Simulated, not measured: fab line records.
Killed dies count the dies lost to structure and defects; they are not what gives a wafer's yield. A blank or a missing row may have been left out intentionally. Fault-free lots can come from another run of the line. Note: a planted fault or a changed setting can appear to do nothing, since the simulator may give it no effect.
Matching of chambers -- flow nand_harc -- 4 sister chambers for NHARC_A_STAIRCASE_ALD_420 on ald_hk-04
The step deposits SiO2, target thk 20 nm, pulse time 6 s, ald cycles 200. 8 wafers are shown with their chamber, then 11 later ones without.

WAFERS PAIRED WITH THEIR CHAMBERS
wafer,chamber,heater_power_w (W),precursor_pulse_height_rel
L083.5,1,503,1.006
L087.1,1,498,0.978
L087.3,0,512,0.989
L087.5,3,537,1.038
L089.4,2,442,1.052
L089.5,3,524,0.997
L089.6,0,507,1.022
L090.2,2,444,0.992

WAFERS WITH NO CHAMBER GIVEN
wafer,heater_power_w (W),precursor_pulse_height_rel
L090.4,520,1.004
L090.6,519,0.998
L093.1,525,1.030
L093.2,487,0.999
L093.3,516,1.019
L095.3,543,0.998
L095.5,503,0.982
L095.6,548,0.953
L096.1,503,0.994
L096.4,440,1.005
L096.6,504,1.008

WHICH CHAMBER EACH WENT THROUGH
wafer,from the rows above,in truth
L090.4,can't be placed: 0 or 3 or 1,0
L090.6,can't be placed: 0 or 3 or 1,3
L093.1,can't be placed: 3 or 0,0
L093.2,can't be placed: 1 or 0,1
L093.3,can't be placed: 0 or 3 or 1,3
L095.3,3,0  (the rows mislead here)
L095.5,can't be placed: 1 or 0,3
L095.6,3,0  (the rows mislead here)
L096.1,can't be placed: 1 or 0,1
L096.4,2,2
L096.6,can't be placed: 1 or 0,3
1 of 11 placed correctly. Unplaceable from these rows: 8, with the true chamber sitting among the candidates in 6. Wrongly placed: 2.
How it was worked out, from the rows above alone: a wafer's distance from a chamber is the root of the sum, over the readings, of the square of ((its reading less the chamber's mean) divided by the reading's scatter). The wafer belongs to the nearest chamber; if the next one is less than 2 further off, it can't be placed. For every chamber, the mean is computed from those of its wafers that are shown. The scatter: take each reading less its chamber's mean, square it, sum over the shown wafers, divide by the number of wafers less the number of chambers, and take the root.
